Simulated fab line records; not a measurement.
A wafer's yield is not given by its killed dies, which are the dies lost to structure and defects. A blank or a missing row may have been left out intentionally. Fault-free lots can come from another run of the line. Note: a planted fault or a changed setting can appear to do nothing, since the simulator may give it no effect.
Lot-split experiment + flow n5-finfet + on a route of 1938 steps: 7 lots, 21 wafers read

## ON THE SPLIT
At N5_BEOL_M14_ETCH_68 (etches SOC in N2/H2, time 450 s), the setting time-s was moved away from the recipe's 450 s on 7 of the 21 wafers read, by -20.1% to +19.4%. The other wafers ran this setting at the recipe's value.

The reading comes from the split's own step.

## THE READING
SiARC_of_BEOL_M14_COAT_66.thk-nm (the simulator's own value, which no gauge read), in nm, at N5_BEOL_M14_ETCH_68 (etches SOC in N2/H2, time 450 s). No usual value for it is given in the file. Across the 14 wafers here that went through the recipe, the average is 65.4 nm and the standard deviation 1.5 nm.

| wafer  | tool, chamber at the split | time-s as run, s | against the recipe | SiARC_of_BEOL_M14_COAT_66.thk-nm, nm | against lot-mates on the recipe |
|--------|----------------------------|------------------|--------------------|--------------------------------------|---------------------------------|
| L078.1 | rie-diel-06, 0             | 450              | recipe             | 64.2                                 | -                               |
| L078.4 | rie-diel-06, 2             | 450              | recipe             | 65                                   | -                               |
| L078.5 | rie-diel-06, 3             | 450              | recipe             | 64.8                                 | -                               |
| L085.2 | rie-diel-05, 2             | 450              | recipe             | 67                                   | -                               |
| L085.4 | rie-diel-05, 0             | 450              | recipe             | 64.4                                 | -                               |
| L085.6 | rie-diel-05, 2             | 450              | recipe             | 66.4                                 | -                               |
| L086.1 | rie-diel-02, 1             | 450              | recipe             | 64.8                                 | -                               |
| L086.3 | rie-diel-02, 0             | 522.5            | +16.1%             | 57.8                                 | -7.5                            |
| L086.6 | rie-diel-02, 2             | 450              | recipe             | 65.8                                 | -                               |
| L087.2 | rie-diel-02, 0             | 498.3            | +10.7%             | 59.4                                 | -5.7                            |
| L087.3 | rie-diel-02, 3             | 450              | recipe             | 65                                   | -                               |
| L087.6 | rie-diel-02, 1             | 450              | recipe             | 65.2                                 | -                               |
| L091.2 | rie-diel-05, 0             | 450              | recipe             | 65.8                                 | -                               |
| L091.3 | rie-diel-05, 2             | 450              | recipe             | 67.4                                 | -                               |
| L091.4 | rie-diel-05, 1             | 359.4            | -20.1%             | 74.8                                 | +8.2                            |
| L095.1 | rie-diel-05, 3             | 537.2            | +19.4%             | 57.6                                 | -10.4                           |
| L095.2 | rie-diel-05, 2             | 450              | recipe             | 68                                   | -                               |
| L095.3 | rie-diel-05, 1             | 537.2            | +19.4%             | 57                                   | -11.0                           |
| L097.1 | rie-diel-06, 0             | 421.3            | -6.4%              | 67.8                                 | +5.8                            |
| L097.2 | rie-diel-06, 2             | 421.3            | -6.4%              | 66.6                                 | +4.6                            |
| L097.4 | rie-diel-06, 3             | 450              | recipe             | 62                                   | -                               |

THE FIT
A straight line over all 21 wafers: SiARC_of_BEOL_M14_COAT_66.thk-nm changes by -0.44 nm for each +1% of time-s; r = -0.95; the points scatter about the line by 1.4 nm.
The same after taking each lot's own level away (the mean of its wafers on the recipe; 21 wafers): -0.514 nm for each +1%; r = -0.98; scatter 1 nm.
The reading moves by 10 nm for the largest change in time-s, on that fit.
Across the lots, their own levels run from 62.00 to 68.00 nm, a range of 4.1 times the standard deviation given above.
In other words, the slope is changed by the lot-to-lot level; the two fits disagree.
Check: with one of the wafers moved furthest among these (-20.1%) left out of the fit, the line predicts +11.6 nm for it against its lot-mates. It came out at +8.2 nm against them.

## OTHER SPLITS ON THESE WAFERS
Note: prior to the reading, these wafers also went through further splits. Each is held against what the fit with the lots' levels taken away leaves over:
| other split on the same wafers | wafers away from the commonest value | r with SiARC_of_BEOL_M14_COAT_66.thk-nm (lot level and that fit taken away) |
|--------------------------------|--------------------------------------|-----------------------------------------------------------------------------|
| N5_BEOL_M11_COAT_22 spin-rpm   | 4                                    | +0.11                                                                       |
| N5_BEOL_M12_ETCH_68 time-s     | 3                                    | +0.27                                                                       |
| N5_BEOL_M13_EXPOSE_25 dose-mj  | 8                                    | +0.41                                                                       |
| N5_BEOL_M13_DESCUM_33 time-s   | 7                                    | -0.34                                                                       |

## THE FILE'S OWN FIT
SiARC_of_BEOL_M14_COAT_66.thk-nm changes by -0.491 nm for each +1% of time-s, r = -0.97.
